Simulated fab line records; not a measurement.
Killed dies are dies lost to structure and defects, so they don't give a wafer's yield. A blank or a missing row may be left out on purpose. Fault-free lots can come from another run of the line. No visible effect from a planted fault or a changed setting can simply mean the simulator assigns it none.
Which tool was responsible? ; flow n5_finfet ; 12 lots with 36 wafers sampled at 3 steps, on a route of 1938 steps

== WHAT THE GAUGES SHOWED, per wafer ==
N5_BEOL_M0_CUTY_INSPECT_59: inspects for defects (macro).
lot;measured;on;raw_defect_count
L075;day 6 01:47;defect_inspect-01;4 1 3
L077;day 7 05:11;defect_inspect-02;3 1 4
L079;day 7 09:10;defect_inspect-01;3 3 3
L081;day 7 13:10;defect_inspect-02;1 1 4
L083;day 8 01:57;defect_inspect-01;1 4 2
L085;day 8 13:22;defect_inspect-02;4 7 0
L087;day 9 08:01;defect_inspect-02;6 2 1
L089;day 9 19:39;defect_inspect-01;1 4 4
L091;day 10 05:13;defect_inspect-01;5 4 1
L093;day 10 19:40;defect_inspect-01;0 1 2
L095;day 11 03:47;defect_inspect-02;0 1 1
L096;day 11 14:30;defect_inspect-02;1 3 2

== EACH LOT AND THE TOOL THAT RAN IT (in order: tool; ch and the chambers of the sampled wafers; start) ==
lot;N5_BEOL_M0_SAQP_SPACER2_ALD_26;N5_BEOL_M0_SAQP_SPACER2_ETCHBACK_27
L075;ald_sin-02 ch 0,1,2, day 5 22:52;rie_diel-01 ch 0,1,2, day 5 23:24
L077;ald_sin-03 ch 2,3, day 7 02:21;rie_diel-06 ch 2,3, day 7 03:04
L079;ald_sin-02 ch 1,2,3, day 7 06:37;rie_diel-06 ch 0,2,3, day 7 07:10
L081;ald_sin-01 ch 1,2, day 7 10:18;rie_diel-05 ch 0,1,3, day 7 10:55
L083;ald_sin-03 ch 0,3, day 7 23:23;rie_diel-05 ch 0,1,2, day 7 23:58
L085;ald_sin-02 ch 1,3, day 8 09:38;rie_diel-05 ch 1,2, day 8 10:11
L087;ald_sin-02 ch 0,2, day 9 05:28;rie_diel-06 ch 0,1,2, day 9 06:02
L089;ald_sin-03 ch 0,2, day 9 16:43;rie_diel-05 ch 2,3, day 9 17:25
L091;ald_sin-02 ch 2,3, day 10 02:35;rie_diel-06 ch 1,3, day 10 03:08
L093;ald_sin-03 ch 0,1,3, day 10 15:16;rie_diel-05 ch 0,1,3, day 10 15:49
L095;ald_sin-03 ch 0,1,2, day 11 01:07;rie_diel-05 ch 0,2,3, day 11 01:40
L096;ald_sin-01 ch 0,1,2, day 11 11:11;rie_diel-01 ch 0,1,3, day 11 11:44
- N5_BEOL_M0_SAQP_SPACER2_ALD_26: deposits SiO2, target thk 15 nm, pulse time 1 s, purge time 2 s.
- N5_BEOL_M0_SAQP_SPACER2_ETCHBACK_27: etches SiO2 in CHF3/O2, target depth 22.5 nm, time 11.25 s.

== THE ANSWER, worked out from the rows above alone ==
Rule: what is usual is taken from the lots themselves. The widest of any qualifying gaps counts: lots, ordered by their means at a reading, are off when they make up no more than a third of the lots, leave a main group of 4 or more, and stand apart from it by 3 or more times the standard deviation of that group's means. If all means in a main group match to the digits the tables above print for the reading, that group is not used. A lot without any number at a reading at which 4 lots or more have one is off too. Where the step has rows for the other lots, those lots are counted as sound.
Across all readings shown, no lot is off: no conclusion can be drawn from this.

== WHAT THE SIMULATOR PUT IN ==
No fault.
